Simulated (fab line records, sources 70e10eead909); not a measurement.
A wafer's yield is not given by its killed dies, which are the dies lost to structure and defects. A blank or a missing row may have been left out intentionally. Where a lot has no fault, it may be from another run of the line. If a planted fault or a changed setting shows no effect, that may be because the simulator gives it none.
Which tool is to blame?    flow nand_harc    11 lots with 33 wafers sampled at 5 steps, on a route of 1159 steps

WHAT THE GAUGES READ, wafer by wafer
NHARC_END_SORT_01.
lot   measured      on         killed_at_array  killed_at_other  killed_at_periphery  killed_dies  killed_open  killed_short
L637  day 21 12:04  prober-02  673 671 673      0 1 2            4 5 2                677 677 677  3 6 3        0 2 2
L635  day 21 10:55  prober-01  672 675 673      1 0 0            4 2 4                677 677 677  7 0 3        4 3 2
L636  day 21 21:27  prober-02  676 674 676      0 0 0            1 3 1                677 677 677  1 2 4        1 2 3
L643  day 22 12:08  prober-02  31 32 28         1 0 1            0 2 2                32 34 31     4 2 4        3 5 4
L644  day 23 21:55  prober-01  38 34 43         0 0 0            3 2 0                41 36 43     1 0 3        4 2 2
L647  day 23 23:39  prober-02  14 15 20         0 0 0            7 3 6                21 18 26     2 1 5        2 1 2
L648  day 24 05:40  prober-01  33 41 47         0 1 3            0 1 0                33 43 50     1 4 2        0 3 1
L649  day 24 08:17  prober-02  31 26 32         1 6 0            4 8 0                36 40 32     3 2 3        2 2 2
L650  day 25 03:33  prober-01  18 20 21         3 2 1            4 5 0                25 27 22     5 2 3        0 1 0
L652  day 25 03:33  prober-02  23 33 43         0 0 0            3 4 4                26 37 47     3 6 8        2 2 2
L651  day 25 11:17  prober-02  31 38 24         1 2 2            8 10 5               40 50 31     3 4 1        2 4 2

EACH LOT AND THE TOOL THAT RAN IT (in order: tool; ch and the chambers of the sampled wafers; start)
lot   NHARC_A_ONON_D1_DEP_33           NHARC_A_CHANNEL_HOLE_D1_ETCH_34     NHARC_A_CHANNEL_HOLE_D1_ETCH_20   NHARC_A_CHANNEL_HOLE_D1_ETCH_23
L637  pecvd-02 ch 0,1,2, day 10 01:11  rie_diel-07 ch 0,2, day 10 05:36    har_etch-01 ch 0, day 10 06:38    har_etch-01 ch 0, day 10 08:01
L635  pecvd-03 ch 0,1,2, day 10 01:12  rie_diel-02 ch 0,2,3, day 10 04:59  har_etch-02 ch 0,1, day 10 06:07  har_etch-02 ch 0,1, day 10 07:38
L636  pecvd-04 ch 0,1, day 10 01:16    rie_diel-09 ch 2,3, day 10 06:00    har_etch-02 ch 0,1, day 10 10:13  har_etch-02 ch 0,1, day 10 11:40
L643  pecvd-03 ch 0,1,2, day 11 18:21  rie_diel-02 ch 1,2, day 11 22:01    har_etch-01 ch 0,1, day 11 22:57  har_etch-01 ch 0,1, day 12 00:20
L644  pecvd-02 ch 1,2, day 12 03:00    rie_diel-02 ch 0,1,2, day 12 06:40  har_etch-01 ch 0,1, day 12 07:32  har_etch-01 ch 0,1, day 12 08:52
L647  pecvd-03 ch 0,2, day 12 11:07    rie_diel-09 ch 0,1, day 12 15:14    har_etch-02 ch 0,1, day 12 17:27  har_etch-02 ch 0,1, day 12 18:54
L648  pecvd-03 ch 0,2, day 12 16:43    rie_diel-07 ch 1,2,3, day 12 20:26  har_etch-02 ch 0,1, day 12 21:34  har_etch-02 ch 0,1, day 12 22:57
L649  pecvd-04 ch 0,1,2, day 12 16:53  rie_diel-02 ch 1,2,3, day 12 21:11  har_etch-01 ch 0,1, day 12 22:20  har_etch-01 ch 0,1, day 12 23:48
L650  pecvd-02 ch 1,2, day 13 05:26    rie_diel-02 ch 0,1,3, day 13 10:44  har_etch-02 ch 0,1, day 13 11:39  har_etch-02 ch 0,1, day 13 13:02
L652  pecvd-03 ch 0,1, day 13 23:46    rie_diel-02 ch 1,3, day 14 03:41    har_etch-02 ch 0,1, day 14 04:35  har_etch-02 ch 0,1, day 14 05:58
L651  pecvd-02 ch 1,2, day 13 23:51    rie_diel-07 ch 0,1,3, day 14 03:50  har_etch-02 ch 0,1, day 14 08:42  har_etch-02 ch 0,1, day 14 10:01
- NHARC_A_ONON_D1_DEP_33: deposits SiO2, target thk 200 nm.
- NHARC_A_CHANNEL_HOLE_D1_ETCH_34: etches the open film in CF4/CHF3, target depth 154 nm, time 77 s.
- NHARC_A_CHANNEL_HOLE_D1_ETCH_20: etches the open film in C4F8/O2/Ar, time 361.9 s, target depth 1600 nm.
- NHARC_A_CHANNEL_HOLE_D1_ETCH_23: etches the open film in C4F8/O2/Ar, time 819 s, target depth 1600 nm.

WHAT THE TOOLS THEMSELVES READ (means of the sampled wafers that have a number; where no wafer has one, the mark that the record gives instead)
NHARC_A_ONON_D1_DEP_33.
lot   tool      flow_sccm (sccm)  heater_power_w (W)  throttle_valve_pct (%)
L637  pecvd-02  2644              521                 15.2
L635  pecvd-03  2649              635                 15.9
L636  pecvd-04  2647              542                 16.1
L643  pecvd-03  2654              626                 15.9
L644  pecvd-02  2642              542                 15.4
L647  pecvd-03  2663              635                 16.3
L648  pecvd-03  2656              586                 16.2
L649  pecvd-04  2646              514                 15.9
L650  pecvd-02  2666              530                 15.4
L652  pecvd-03  2656              583                 15.8
L651  pecvd-02  2656              617                 15.7

NHARC_A_CHANNEL_HOLE_D1_ETCH_34.
lot   tool         bias_w (W)  cf4_flow_sccm (sccm)  chamber_pressure_mTorr (mTorr)  drypump_motor_current_A (A)  oes_product_au (a.u.)  rf_vpp_V (V)  showerhead_plenum_p_Torr (Torr)  throttle_valve_pct (%)
L637  rie_diel-07  -           -                     -                               -                            -                      -             -                                -
L635  rie_diel-02  -           -                     -                               -                            -                      -             -                                -
L636  rie_diel-09  -           -                     -                               -                            -                      -             -                                -
L643  rie_diel-02  199.4       99.93                 25.002                          5.6                          0.952                  367.8         1.49                             16.801
L644  rie_diel-02  199.7       100.05                25.007                          5.7                          0.924                  367.5         1.49                             16.797
L647  rie_diel-09  199.9       99.74                 25.024                          5.2                          0.978                  372.1         1.60                             16.805
L648  rie_diel-07  200.2       99.84                 24.987                          5.8                          0.976                  370.6         1.59                             16.806
L649  rie_diel-02  199.9       99.87                 25.008                          5.6                          0.920                  367.7         1.49                             16.809
L650  rie_diel-02  199.9       99.97                 25.095                          5.3                          0.911                  367.8         1.48                             16.800
L652  rie_diel-02  199.8       100.35                25.014                          5.2                          0.908                  367.2         1.48                             16.804
L651  rie_diel-07  200.0       99.82                 24.995                          5.6                          0.942                  370.7         1.60                             16.804

NHARC_A_CHANNEL_HOLE_D1_ETCH_20.
lot   tool         c4f8_flow_sccm (sccm)  chamber_pressure_mTorr (mTorr)  drypump_motor_current_A (A)  showerhead_plenum_p_Torr (Torr)  throttle_valve_pct (%)
L637  har_etch-01  89.17                  19.998                          4.9                          3.81                             32.161
L635  har_etch-02  89.24                  19.983                          6.3                          3.84                             32.162
L636  har_etch-02  89.23                  20.006                          6.3                          3.80                             32.151
L643  har_etch-01  89.57                  19.995                          5.2                          3.80                             32.158
L644  har_etch-01  89.54                  20.017                          5.2                          3.80                             32.152
L647  har_etch-02  89.17                  19.987                          6.4                          3.82                             32.161
L648  har_etch-02  89.26                  20.024                          6.2                          3.78                             32.145
L649  har_etch-01  89.11                  19.997                          5.2                          3.80                             32.149
L650  har_etch-02  89.39                  19.986                          6.3                          3.82                             32.145
L652  har_etch-02  89.12                  20.001                          6.2                          3.78                             32.161
L651  har_etch-02  89.11                  20.015                          6.2                          3.77                             32.167

NHARC_A_CHANNEL_HOLE_D1_ETCH_23.
lot   tool         c4f8_flow_sccm (sccm)  chamber_pressure_mTorr (mTorr)  drypump_motor_current_A (A)  showerhead_plenum_p_Torr (Torr)  throttle_valve_pct (%)
L637  har_etch-01  89.20                  20.008                          4.9                          3.81                             32.159
L635  har_etch-02  89.08                  19.995                          6.3                          3.84                             32.155
L636  har_etch-02  89.44                  19.977                          6.2                          3.80                             32.151
L643  har_etch-01  89.40                  19.998                          5.2                          3.80                             32.156
L644  har_etch-01  89.49                  20.009                          5.2                          3.80                             32.158
L647  har_etch-02  89.31                  20.004                          6.3                          3.82                             32.160
L648  har_etch-02  89.31                  20.005                          6.2                          3.78                             32.147
L649  har_etch-01  89.42                  19.989                          5.2                          3.79                             32.159
L650  har_etch-02  88.95                  20.020                          6.3                          3.82                             32.152
L652  har_etch-02  89.04                  19.994                          6.2                          3.77                             32.156
L651  har_etch-02  89.24                  19.991                          6.3                          3.77                             32.152

THE ANSWER, worked out from the rows above alone
Rule: the lots themselves supply what counts as usual. Put in order of their means at a reading, lots are off if they are a third of the lots or fewer, leave a main group of 4 or more, and stand apart from it by a gap of 3 or more times the standard deviation of the main group's means; of several such gaps the widest counts. The tables above print the reading to a certain number of digits; a main group whose means all agree to those digits is not used. Also off: a lot with no number at a reading for which 4 or more lots have one. The other lots that the step has rows for count as sound. The gauges are gone through in route order, then the tools' own readings, and for those a lot's mean is taken as printed above. At the first step where some lot is off, the reading lying furthest off is the one used; lots without a number count as furthest.
Off: L637, L635, L636 (NHARC_END_SORT_01, killed_dies). The main group has a mean of 34 with a standard deviation of 7.
If a tool, at a process step before that reading, ran all the lots that are off and no sound lot after the first of them, it fits. The gauges at NHARC_END_SORT_01 aren't tried: what is off there is off at NHARC_A_CHANNEL_HOLE_D1_ETCH_34 too, on other tools, and a gauge's error can't cause that. Of those tried, none fits.

WHAT THE SIMULATOR HAD PUT IN
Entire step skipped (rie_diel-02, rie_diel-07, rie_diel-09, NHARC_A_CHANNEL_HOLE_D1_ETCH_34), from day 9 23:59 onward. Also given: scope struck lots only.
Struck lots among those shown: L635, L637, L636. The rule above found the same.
